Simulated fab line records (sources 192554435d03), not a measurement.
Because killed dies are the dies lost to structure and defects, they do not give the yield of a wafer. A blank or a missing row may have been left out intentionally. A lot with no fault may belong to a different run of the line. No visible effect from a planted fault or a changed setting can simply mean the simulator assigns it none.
What tool caused it? ; flow n5 finfet ; 41 wafers from 14 lots sampled at 3 of the route's 1938 steps

## WHAT THE GAUGES READ, wafer by wafer
N5_BEOL_M5_CD_MEAS_18: pitch 56 nm, target cd 28 nm.
lot;measured;on;cd nm (nm)
L753;day 9 00:58;cd sem-03;28.6 28.3 29.1
L754;day 9 01:05;cd sem-01;27.9 27.7 27.8
L755;day 9 18:05;cd sem-01;28.5 27.5 27.8
L757;day 10 03:20;cd sem-01;27.4 28.3 27.0
L756;day 10 03:17;cd sem-03;27.9 28.0 28.4
L758;day 10 06:54;cd sem-02;28.5 27.8 27.8
L759;day 10 13:56;cd sem-02;29.0 29.0 27.5
L765;day 11 22:03;cd sem-01;27.7 28.0 27.7
L764;day 12 00:05;cd sem-01;28.2 28.0 28.8
L771;day 13 02:26;cd sem-03;28.1 27.8 27.5
L772;day 13 23:49;cd sem-02;28.4 27.7 28.8
L774;day 14 00:14;cd sem-03;27.7 27.7 27.5
L773;day 14 00:51;cd sem-02;28.3 28.2 28.3
L775;day 14 10:16;cd sem-03;28.1 28.2

## TOOL THAT RAN EACH LOT (tool first, then ch and the chambers of the sampled wafers, then the start)
lot;N5_BEOL_M4_DEP_57;N5_BEOL_M5_DESCUM_16
L753;pecvd-01 ch 0,2, day 8 20:32;rie diel-03 ch 1,2, day 9 00:31
L754;pecvd-01 ch 0,2, day 8 21:00;rie diel-06 ch 1,3, day 9 00:33
L755;pecvd-02 ch 0,2, day 9 14:32;rie diel-06 ch 0,2,3, day 9 17:39
L757;pecvd-03 ch 0,1,2, day 9 23:09;rie diel-04 ch 2,3, day 10 02:49
L756;pecvd-01 ch 0,1, day 9 23:19;rie diel-06 ch 0,2, day 10 02:52
L758;pecvd-03 ch 0,1,2, day 10 03:01;rie diel-03 ch 0,2,3, day 10 06:28
L759;pecvd-03 ch 0,1,2, day 10 07:27;rie diel-03 ch 2,3, day 10 13:30
L765;pecvd-01 ch 0,1,2, day 11 18:17;rie diel-03 ch 0,1, day 11 21:23
L764;pecvd-03 ch 1,2, day 11 20:35;rie diel-06 ch 0,1,3, day 11 23:39
L771;pecvd-03 ch 1,2, day 12 22:13;rie diel-03 ch 0,1,3, day 13 01:59
L772;pecvd-03 ch 1,2, day 13 18:31;rie diel-03 ch 0,1, day 13 23:23
L774;pecvd-03 ch 0,2, day 13 20:13;rie diel-03 ch 0,1,3, day 13 23:43
L773;pecvd-01 ch 0,1, day 13 20:44;rie diel-06 ch 2,3, day 14 00:25
L775;pecvd-01 ch 0,1, day 14 06:35;rie diel-06 ch 2,3, day 14 09:50
- N5_BEOL_M4_DEP_57: deposits SiCN from 3MS/NH3, target thk 8 nm, time 14 s.
- N5_BEOL_M5_DESCUM_16: chemistry O2, time 7 s.

## WHAT THE TOOLS THEMSELVES READ (means of the sampled wafers that have a number; where no wafer has one, the mark that the record gives instead)
N5_BEOL_M4_DEP_57.
lot;tool;rf fwd power W (W);showerhead plenum p Torr (Torr);throttle valve pct (%)
L753;pecvd-01;199.4;3.657;9.2
L754;pecvd-01;198.9;3.654;9.2
L755;pecvd-02;200.3;3.676;8.6
L757;pecvd-03;198.6;3.651;9.7
L756;pecvd-01;198.6;3.668;9.1
L758;pecvd-03;198.6;3.649;9.5
L759;pecvd-03;198.7;3.644;9.7
L765;pecvd-01;200.3;3.657;9.2
L764;pecvd-03;198.9;3.645;9.1
L771;pecvd-03;199.4;3.649;8.6
L772;pecvd-03;199.5;3.638;8.9
L774;pecvd-03;197.7;3.661;10.1
L773;pecvd-01;199.2;3.669;9.2
L775;pecvd-01;198.8;3.666;9.0

N5_BEOL_M5_DESCUM_16.
lot;tool;drypump motor current A (A);oes product au (a.u.);rf fwd power W (W);rf vpp V (V);showerhead plenum p Torr (Torr);throttle valve pct (%)
L753;rie diel-03;5.3;0.92;49.12;243.1;2.12;20.20
L754;rie diel-06;6.0;0.85;49.23;243.4;2.11;20.38
L755;rie diel-06;5.8;0.79;49.46;243.1;2.07;20.32
L757;rie diel-04;5.4;0.80;49.35;241.0;2.04;20.69
L756;rie diel-06;5.7;0.73;49.37;242.7;2.04;20.40
L758;rie diel-03;5.6;0.83;49.14;242.8;2.08;20.39
L759;rie diel-03;5.7;0.88;49.17;243.1;2.08;20.26
L765;rie diel-03;5.2;0.75;49.30;244.3;2.12;20.50
L764;rie diel-06;5.7;0.79;49.26;243.4;2.06;20.38
L771;rie diel-03;5.6;0.81;49.09;244.3;2.14;20.58
L772;rie diel-03;5.3;0.79;49.28;245.2;2.16;20.54
L774;rie diel-03;5.6;0.80;49.33;243.9;2.13;20.58
L773;rie diel-06;6.1;0.90;49.55;243.5;2.07;20.31
L775;rie diel-06;6.1;0.88;49.57;243.6;2.08;20.31

## THE ANSWER, worked out from the rows above alone
Rule: what is usual is taken from the lots themselves. Put in order of their means at a reading, lots are off if they are a third of the lots or fewer, leave a main group of 4 or more, and stand apart from it by a gap of 3 or more times the standard deviation of the main group's means; of several such gaps the widest counts. The tables above print the reading to a certain number of digits; a main group whose means all agree to those digits is not used. A lot without any number at a reading at which 4 lots or more have one is off too. The other lots that the step has rows for count as sound. First the gauges in route order, then the tools' own readings, where a lot's mean is used as printed above. The first step at which some lot is off is used, and at that step the reading that is off furthest; a lot without a number counts as furthest.
None of the lots is off at any reading shown; this tells nothing.

## WHAT THE SIMULATOR PUT IN
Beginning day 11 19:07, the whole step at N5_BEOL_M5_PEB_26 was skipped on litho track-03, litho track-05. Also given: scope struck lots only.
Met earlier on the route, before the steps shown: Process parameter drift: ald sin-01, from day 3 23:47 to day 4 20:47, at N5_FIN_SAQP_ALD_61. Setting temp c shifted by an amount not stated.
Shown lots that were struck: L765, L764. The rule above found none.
